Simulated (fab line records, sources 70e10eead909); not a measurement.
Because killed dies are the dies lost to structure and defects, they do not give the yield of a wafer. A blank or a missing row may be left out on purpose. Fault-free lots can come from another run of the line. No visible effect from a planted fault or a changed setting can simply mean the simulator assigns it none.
Matching of chambers || flow nand harc || NHARC_A_CHANNEL_FILL_D1_CMP_10 on cmp-02 has 4 sister chambers
The step polishes, target thk 150 nm. 4 wafers are shown with their chamber, then 7 later ones without.

## EACH WAFER AND ITS CHAMBER
{"wafer": "L084.1", "chamber": 2, "motor current A (A)": 11.6}
{"wafer": "L088.5", "chamber": 0, "motor current A (A)": 13.0}
{"wafer": "L092.1", "chamber": 3, "motor current A (A)": 11.0}
{"wafer": "L092.3", "chamber": 1, "motor current A (A)": 10.8}

## WAFERS WITH NO CHAMBER GIVEN
{"wafer": "L092.4", "motor current A (A)": 12.1}
{"wafer": "L095.1", "motor current A (A)": 11.0}
{"wafer": "L095.4", "motor current A (A)": 13.7}
{"wafer": "L095.5", "motor current A (A)": 13.4}
{"wafer": "L097.3", "motor current A (A)": 12.1}
{"wafer": "L097.5", "motor current A (A)": 11.2}
{"wafer": "L097.6", "motor current A (A)": 12.3}

## WHICH CHAMBER EACH ONE RAN IN
{"wafer": "L092.4", "from the rows above": "can't be placed: 2 or 0 or 3 or 1", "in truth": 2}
{"wafer": "L095.1", "from the rows above": "can't be placed: 3 or 1 or 2", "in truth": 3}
{"wafer": "L095.4", "from the rows above": 0, "in truth": 0}
{"wafer": "L095.5", "from the rows above": 0, "in truth": 0}
{"wafer": "L097.3", "from the rows above": "can't be placed: 2 or 0 or 3 or 1", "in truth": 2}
{"wafer": "L097.5", "from the rows above": "can't be placed: 3 or 1 or 2", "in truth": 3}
{"wafer": "L097.6", "from the rows above": "can't be placed: 0 or 2 or 3 or 1", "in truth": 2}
Placed correctly: 2 of 7. Can't be placed from these rows: 5 (the true chamber is among the candidates in 5). 0 placed wrongly.
How it was worked out, from the rows above alone: a wafer's distance from a chamber is the root of the sum, over the readings, of the square of ((its reading less the chamber's mean) divided by the reading's scatter). If the next closest chamber is less than 2 further off than the closest, the wafer can't be placed; otherwise it belongs to the closest. Each chamber's mean is taken over the wafers shown for it. The scatter: with one shown wafer a chamber, the root of the mean of the squares of how far each hidden wafer lies from its nearest shown one.
